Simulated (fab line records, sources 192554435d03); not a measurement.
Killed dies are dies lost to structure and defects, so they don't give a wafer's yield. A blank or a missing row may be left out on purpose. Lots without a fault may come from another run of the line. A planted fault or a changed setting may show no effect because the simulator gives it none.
Split-lot experiment | flow n5_finfet | 7 lots, 21 wafers read, on a route of 1938 steps

THE SPLIT
At N5_SD_EPI_N_COAT_33 (time 60 s, resist thk 35 nm), the setting spin_rpm was moved away from the recipe's 1500 rpm on 8 of the 21 wafers read, by -7.9% to +6.8%. The other wafers ran this setting at the recipe's value.

FROM THE SPLIT TO THE READING: what the file shows between them, 3 steps
- N5_SD_EPI_N_COAT_03: resist thk 150 nm
- N5_SD_EPI_N_EBR_05
- N5_SD_EPI_N_DESCUM_14: chemistry O2, time 7.9 s

THE READING
etch.depth_nm (the simulator's own value, which no gauge read), in nm, at N5_SD_EPI_N_ETCH_34 (etches SiARC in CF4, target depth 45.5 nm, time 75.8 s). The file gives no usual value for it. The 13 wafers here that ran the recipe average 34.95 nm, standard deviation 0.14 nm.

wafer  | tool, chamber at the split | spin_rpm as run, rpm | against the recipe | etch.depth_nm, nm | against lot-mates on the recipe
L074.4 | litho_track-03, 0          | 1500                 | recipe             | 35.17             | -
L074.5 | litho_track-03, 0          | 1500                 | recipe             | 35.1              | -
L074.6 | litho_track-03, 0          | 1600                 | +6.7%              | 33.98             | -1.16
L078.3 | litho_track-01, 0          | 1500                 | recipe             | 34.81             | -
L078.4 | litho_track-01, 0          | 1500                 | recipe             | 34.83             | -
L078.6 | litho_track-01, 0          | 1500                 | recipe             | 34.78             | -
L083.3 | litho_track-01, 0          | 1381                 | -7.9%              | 36.52             | +1.46
L083.4 | litho_track-01, 0          | 1500                 | recipe             | 35.06             | -
L083.5 | litho_track-01, 0          | 1381                 | -7.9%              | 36.4              | +1.34
L085.2 | litho_track-01, 0          | 1500                 | recipe             | 34.89             | -
L085.3 | litho_track-01, 0          | 1500                 | recipe             | 34.99             | -
L085.6 | litho_track-01, 0          | 1500                 | recipe             | 34.9              | -
L088.1 | litho_track-04, 0          | 1500                 | recipe             | 35.19             | -
L088.2 | litho_track-04, 0          | 1586                 | +5.7%              | 34.07             | -1.12
L088.5 | litho_track-04, 0          | 1586                 | +5.7%              | 34.15             | -1.04
L091.1 | litho_track-01, 0          | 1500                 | recipe             | 34.86             | -
L091.3 | litho_track-01, 0          | 1566                 | +4.4%              | 34.08             | -0.74
L091.4 | litho_track-01, 0          | 1500                 | recipe             | 34.78             | -
L092.4 | litho_track-03, 0          | 1602                 | +6.8%              | 33.81             | -1.16
L092.5 | litho_track-03, 0          | 1500                 | recipe             | 34.97             | -
L092.6 | litho_track-03, 0          | 1602                 | +6.8%              | 33.76             | -1.21

THE FIT
A straight line over all 21 wafers: etch.depth_nm changes by -0.174 nm for each +1% of spin_rpm; r = -0.98; the points scatter about the line by 0.14 nm.
The same after taking each lot's own level away (the mean of its wafers on the recipe; 21 wafers): -0.177 nm for each +1%; r = -1.00; scatter 0.043 nm.
On that fit, the largest move of spin_rpm shifts the reading by 1.4 nm.
The lots' own levels span 34.807 to 35.190 nm, that is 2.8 times the standard deviation above.
So the lot-to-lot level changes the slope little: the two slopes agree.
Check: with one of the wafers moved furthest among these (-7.9%) left out of the fit, the line predicts +1.38 nm for it against its lot-mates. It came out at +1.46 nm against them.

OTHER SPLITS ON THESE WAFERS
These wafers also went through other splits before the reading. Each is held against what the fit with the lots' levels taken away leaves over:
other split on the same wafers            | wafers away from the commonest value | r with etch.depth_nm (lot level and that fit taken away)
N5_PMOS_HMC_CHANNEL_EPI_EXPOSE_06 dose_mj | 8                                    | +0.20
N5_PMOS_HMC_CHANNEL_EPI_PEB_07 peb_time_s | 7                                    | -0.07
N5_FIN_SAQP_PEB_14 peb_time_s             | 9                                    | -0.11
N5_FIN_SAQP_DEVELOP_15 develop_time_s     | 8                                    | +0.19
N5_FIN_CUT_CUT_ETCH_26 time_s             | 2                                    | -0.28
N5_SD_EPI_N_COAT_32 spin_rpm              | 6                                    | -0.12

THE WHOLE CHAIN: every reading that the file lists as answering this split, in the file's order
step                | what it does                                           | reading                                                                                   | change (the file's fit)               | r (the file's)
N5_SD_EPI_N_COAT_33 | time 60 s, resist thk 35 nm                            | SiARC_of_SD_EPI_N_COAT_33.thk_nm (the simulator's own value, which no gauge read)         | -0.181 nm for each +1% of the setting | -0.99
N5_SD_EPI_N_ETCH_34 | etches SiARC in CF4, target depth 45.5 nm, time 75.8 s | CAR-ArF-block_of_SD_EPI_N_COAT_03.thk_nm (the simulator's own value, which no gauge read) | +0.151 nm for each +1% of the setting | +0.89
N5_SD_EPI_N_ETCH_34 | etches SiARC in CF4, target depth 45.5 nm, time 75.8 s | etch.depth_nm (the simulator's own value, which no gauge read)                            | -0.176 nm for each +1% of the setting | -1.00

THE FILE'S OWN FIT
etch.depth_nm changes by -0.176 nm for each +1% of spin_rpm, r = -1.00.
